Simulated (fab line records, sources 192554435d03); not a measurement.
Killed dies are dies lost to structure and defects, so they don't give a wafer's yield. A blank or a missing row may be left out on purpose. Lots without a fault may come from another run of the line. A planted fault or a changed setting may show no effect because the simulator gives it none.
One fault seen from 2 desks | flow n5_finfet | each desk has only its own numbers; what lay behind them comes last

THE TOOL OWNER'S DESK: rie_metal-03
The tool's own readings at N5_BEOL_M9_HM_OPEN_17 (chemistry Cl2/BCl3, target TiN, target depth 20 nm, overetch 6 nm): means of the sampled wafers that have a number, for each lot that ran on this tool. A lot is out of limits, marked OUT, if its mean lies more than 4 standard deviations from the usual mean; the brackets give that distance.
Columns: A = drypump_motor_current_A at N5_BEOL_M9_HM_OPEN_17, usual 5.5 A; B = oes_product_au at N5_BEOL_M9_HM_OPEN_17, usual 0.65 a.u.; C = throttle_valve_pct at N5_BEOL_M9_HM_OPEN_17, usual 22.01 %
lot  | first seen here | A   | B    | C
L713 | day 12 03:50    | 4.9 | 0.83 | 21.98
L718 | day 13 10:26    | 5.3 | 0.68 | 22.21
L717 | day 13 10:44    | 4.9 | 0.76 | 22.02
This desk's finding: nothing out of limits on any of the 3 lots.

THE METROLOGY DESK
What the gauges read, lot by lot, whatever tool the lot ran on: means of the sampled wafers that have a number. A lot is out of limits, marked OUT, if its mean lies more than 4 standard deviations from the usual mean; the brackets give that distance. Of its 12 readings 7 are shown: the one that was out of limits first, and those that lie furthest out on some lot.
Columns: A = DIBL_P at N5_BEOL_M4_RC_MEAS_101, usual 36.4 mV/V; B = IOFF_P at N5_BEOL_M4_RC_MEAS_101, usual 0.21 nA/um; C = ION_P at N5_BEOL_M4_RC_MEAS_101, usual 462 uA/um; D = SS_P at N5_BEOL_M4_RC_MEAS_101, usual 73.4 mV/dec; E = VT_N at N5_BEOL_M4_RC_MEAS_101, usual 249 mV; F = VT_P at N5_BEOL_M4_RC_MEAS_101, usual -251 mV; G = trench_depth_nm at N5_BEOL_M9_OCD_MEAS_38, usual 151.0 nm
lot  | first seen here | A    | B    | C   | D    | E   | F    | G
L708 | day 8 17:50     | 37.6 | 0.24 | 464 | 74.3 | 246 | -250 | 153.6
L713 | day 9 17:25     | 37.4 | 0.24 | 464 | 73.6 | 247 | -250 | 148.0
L716 | day 10 21:35    | 33.6 | 0.16 | 456 | 72.6 | 254 | -256 | 153.4
L717 | day 11 09:53    | 37.5 | 0.20 | 465 | 73.6 | 249 | -253 | 111.6 (-14) OUT
L718 | day 11 14:27    | 38.6 | 0.25 | 473 | 72.9 | 247 | -246 | 65.6 (-29) OUT
L725 | day 13 11:59    | 36.9 | 0.21 | 466 | 73.2 | 248 | -251 | 152.8
L730 | day 14 21:52    | 36.1 | 0.19 | 460 | 73.2 | 247 | -252 | 150.1
L731 | day 15 11:43    | 33.5 | 0.19 | 463 | 73.0 | 251 | -252 | 147.9
This desk's finding: out of limits on L717, L718; first on L717, day 13 13:34 (trench_depth_nm at N5_BEOL_M9_OCD_MEAS_38). In limits: L708, L713, L716, L725, L730, L731.

PUT TOGETHER
The metrology desk could have raised an alarm at day 13 13:34, on L717, L718.
The tool owner's desk saw nothing out of limits.
The tool owner's desk has L717, L718 on record, within its limits.
Of the lots named, all ran N5_BEOL_M9_HM_OPEN_17 on rie_metal-03.

WHAT THE SIMULATOR HAD PUT IN
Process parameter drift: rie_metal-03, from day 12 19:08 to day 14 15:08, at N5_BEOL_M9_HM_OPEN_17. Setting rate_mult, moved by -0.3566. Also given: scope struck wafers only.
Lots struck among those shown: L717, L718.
Hours from the fault's start to each desk's first reading out of limits: the metrology desk, 18.
